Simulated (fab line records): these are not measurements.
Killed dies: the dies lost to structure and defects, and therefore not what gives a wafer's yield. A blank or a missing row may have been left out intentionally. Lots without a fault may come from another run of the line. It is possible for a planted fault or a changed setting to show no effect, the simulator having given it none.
Problem report, 8D (eight disciplines) form, completed by code / flow nandHarc / the parts of the form that need people (team, actions taken, sign-off) are left out

== 1. WHAT IS WRONG ==
killedAtArray at NHARC_END_SORT_01 reads a mean of 473 on 1 wafer of 1 lot; wafers without a fault read 57 with a standard deviation of 18. That puts it +23 standard deviations away from the usual mean.
First seen on wafer L264.3, day 28 05:09, on prober-01. The record holds 3 wafers of 1 lot with a number at this step. The rule behind "out" and "out of limits": a value lying over 4 standard deviations away from the usual mean. The rest of the wafers with a number are treated as sound.

== 2. WHAT IT IS, AND WHAT IT ISN'T ==
question=which readings at this step | is=killedAtArray, killedDies | is not=killedAtOther, killedAtPeriphery, killedOpen, killedShort
question=which lots | is=L264 | is not=-
question=which wafers of those lots | is=L264.3 | is not=L264.2, L264.5
question=read on which gauges | is=prober-01 | is not=-
question=when | is=from day 28 05:09 | is not=up to then (1 sound wafer); but 1 sound wafer of L264 came after

== 3. WHAT RULES OUT EACH SUSPECT ==
Counting: a tool at a process step up to the reading stays a suspect if it ran every lot that is out. Sound lots after the first of them don't rule it out here, since some wafers of a struck lot are sound.
- the gauge at NHARC_END_SORT_01: ruled out. All the wafers that are out were read on prober-01, but those of them that NHARC_A_STAIRCASE_TRIM_220 has rows for are out there too, on other tools.
- rieDiel-09 at NHARC_A_STAIRCASE_ETCH_203 (etches the open film in C4F8/O2, target depth 100 nm, time 40.5 s): kept. It ran the lot that is out, L264 (day 19 06:28). NHARC_A_STAIRCASE_ETCH_203: start missing for some lots; hours and lot order therefore follow NHARC_A_STAIRCASE_TRIM_220.
- rieDiel-09 at NHARC_A_STAIRCASE_TRIM_220 (chemistry O2, time 211.2 s): kept. It ran the lot that is out, L264 (day 19 06:28). On those wafers its own readings are out: runLengthS.
- rieDiel-09 at NHARC_A_STAIRCASE_ETCH_225 (etches the open film in C4F8/O2, target depth 100 nm, time 40.5 s): kept. It ran the lot that is out, L264 (day 19 07:34). NHARC_A_STAIRCASE_ETCH_225: start missing for some lots; hours and lot order therefore follow NHARC_A_STAIRCASE_TRIM_229.
- rieDiel-09 at NHARC_A_STAIRCASE_TRIM_229 (chemistry O2, time 211.2 s): kept. It ran the lot that is out, L264 (day 19 07:34).
- Within rieDiel-09 at NHARC_A_STAIRCASE_ETCH_203: the wafers that are out ran in chamber 3; their sound lot-mates ran in chambers 0, 1.
- The sound lot-mates ran in chamber 3 of rieDiel-09 at NHARC_A_STAIRCASE_TRIM_220, but the wafers that are out ran in chamber 0.
- The sound lot-mates ran in chamber 0 of rieDiel-09 at NHARC_A_STAIRCASE_TRIM_229, but the wafers that are out ran in chamber 3.
Left after counting: rieDiel-09 at NHARC_A_STAIRCASE_ETCH_203, rieDiel-09 at NHARC_A_STAIRCASE_TRIM_220, rieDiel-09 at NHARC_A_STAIRCASE_ETCH_225, rieDiel-09 at NHARC_A_STAIRCASE_TRIM_229.

== 4. THE CAUSE (what the simulator had put in) ==
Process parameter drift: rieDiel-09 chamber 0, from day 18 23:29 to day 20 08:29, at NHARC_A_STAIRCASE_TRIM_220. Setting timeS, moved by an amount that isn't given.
After counting, 4 suspects remain, this tool included.

== 5. THE CHAIN OF EFFECTS, in route order ==
One row per reading whose mean, taken over the struck wafers that have a number, lies over 3 standard deviations from the usual. Only readings whose record carries a usual standard deviation are examined. hours: median over the lots of the time between each lot's start at the first step of this table that gives one and its start at this step. sigmas: the change, counted in usual standard deviations.
hours=0; step=NHARC_A_STAIRCASE_TRIM_220; reading=runLengthS; usual=232.4 s; on struck wafers=170.8; change=-61.6; sigmas=-99 or more
hours=215; step=NHARC_END_SORT_01; reading=killedAtArray; usual=57; on struck wafers=473; change=+416; sigmas=+23
hours=215; step=NHARC_END_SORT_01; reading=killedDies; usual=62; on struck wafers=476; change=+414; sigmas=+23
The process steps in it:
- NHARC_A_STAIRCASE_TRIM_220: chemistry O2, time 211.2 s.

== 6. HOW IT WOULD HAVE BEEN CAUGHT EARLIER ==
The first out-of-limits reading at a measuring or inspecting step in this record came at day 28 05:09, 222 hours after the fault's start at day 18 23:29.
Tool's own readings at NHARC_A_STAIRCASE_TRIM_220, runLengthS: out on all struck wafers the step has rows for; an alarm limit on them would have tripped on the first.
Each of the lots that are out, 1 in all, had begun NHARC_A_STAIRCASE_TRIM_220 on rieDiel-09 no later than day 28 05:09. Tool hold at that time: it would have spared none of them.
